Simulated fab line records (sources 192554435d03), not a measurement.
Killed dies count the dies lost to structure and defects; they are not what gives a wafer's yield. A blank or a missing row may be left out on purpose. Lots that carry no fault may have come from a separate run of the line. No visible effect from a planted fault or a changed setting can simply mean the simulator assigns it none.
A lot that was struck, set against a sound lot ; flow n5Finfet ; 15 steps out of a route of 1938
Sound: the wafers L933.2, L933.3, L933.6. Struck: wafer L925.4; the same lot's L925.6 was not struck, so it is left out; see the end for the cause.
At each step with rows: each side's tool, then ch and its chambers, then its first start. Under that, the readings that differ: sound wafers ; struck wafers ; difference of the means ; sigmas: that difference in standard deviations of wafers without a fault.
alike: words and numbers the same on both sides, and readings whose means are apart by under 2 such deviations; not compared: readings that were withheld, readings missing a value for some wafer, numbers with overlapping values and no deviation given by the record, and bounds like >300 which may hide the same value.
A row with sigmas, a row that says differs or no value, or rows on one side alone: a step with any of these is where the two part. When numbers do not overlap yet have no deviation, they are printed without sigmas and do not part them. A reading that every wafer of one side lacks parts them only if that side has two wafers or more.

first, 1 step without rows for these wafers: N5_BEOL_M11_STRIP_77 (strips in N2/H2, time 10 s).
N5_BEOL_M11_OCD_MEAS_38:
  sound: ocd-01 at day 15 14:27; struck: ocd-02 at day 13 10:05
  alike: trenchDepthNm
then, 4 steps without rows for these wafers: N5_BEOL_M11_HM_STRIP_39 (strips TiN in peroxide tin strip, target depth 25 nm, time 158 s); N5_BEOL_M11_SRD_40 (time 30 s); N5_BEOL_M11_PRECLEAN_42 (cleans in residue remover, time 60 s); N5_BEOL_M11_SRD_43 (time 30 s).
N5_BEOL_M11_CD_MEAS_35: the cd target is 70 nm.
  sound: cdSem-02 at day 15 14:37; struck: cdSem-02 at day 13 10:14
  alike: cdNm
N5_BEOL_M11_CURE_72: cures SiCOH lowk, time 120 s.
  sound on uvCure-03 ch 1, day 15 14:42; struck on uvCure-02 ch 2, day 13 10:25
  alike: lampPowerPct, wafer_temp_C_max
N5_BEOL_M11_DEGAS_44: time 60 s.
  sound: pvdSputter-02 at day 15 15:05; struck: pvdSputter-03 at day 13 10:41
  alike: heaterPowerW
N5_BEOL_M11_PRE_CLEAN_45: time 30 s.
  sound: pvdSputter-02 at day 15 15:07; struck: pvdSputter-03 at day 13 10:43
  alike: heaterPowerW
then, 1 step without rows for these wafers: N5_BEOL_M11_ALD_74 (deposits TaN, target thk 2 nm, pulse time 2 s, purge time 3 s).
N5_BEOL_M11_SURFACE_TREAT_76:
  sound: pvdSputter-02 at day 15 15:55; struck: pvdSputter-02 at day 13 11:04
  not compared: throttleValvePct
N5_BEOL_M11_CVD_75: deposits Co from CCTBA/H2, target thk 2 nm, time 138.9 s.
  sound on cvdCo-02 ch 0,1, day 15 16:05; struck on cvdCo-02 ch 1, day 13 11:10
reading;sound;struck;difference;sigmas
runLengthS (s);161.4 161.7 161.6;292.3;+130.7;+99 or more
N5_BEOL_M11_SPUTTER_48: material Cu, target thk 12 nm, time 2 s.
  sound: pvdSputter-01 at day 15 16:13; struck: pvdSputter-01 at day 13 11:16
  alike: biasV, throttleValvePct
then, 1 step without rows for these wafers: N5_PASSIVATION_PROBE_49.

WHERE THEY PART
Only at N5_BEOL_M11_CVD_75, as far as this record shows. Later steps at which nothing parts them and some readings are alike: N5_BEOL_M11_SPUTTER_48.

WHY: what had been put in by the simulator
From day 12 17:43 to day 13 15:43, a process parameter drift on cvdCo-02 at N5_BEOL_M11_CVD_75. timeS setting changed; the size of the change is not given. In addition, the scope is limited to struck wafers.
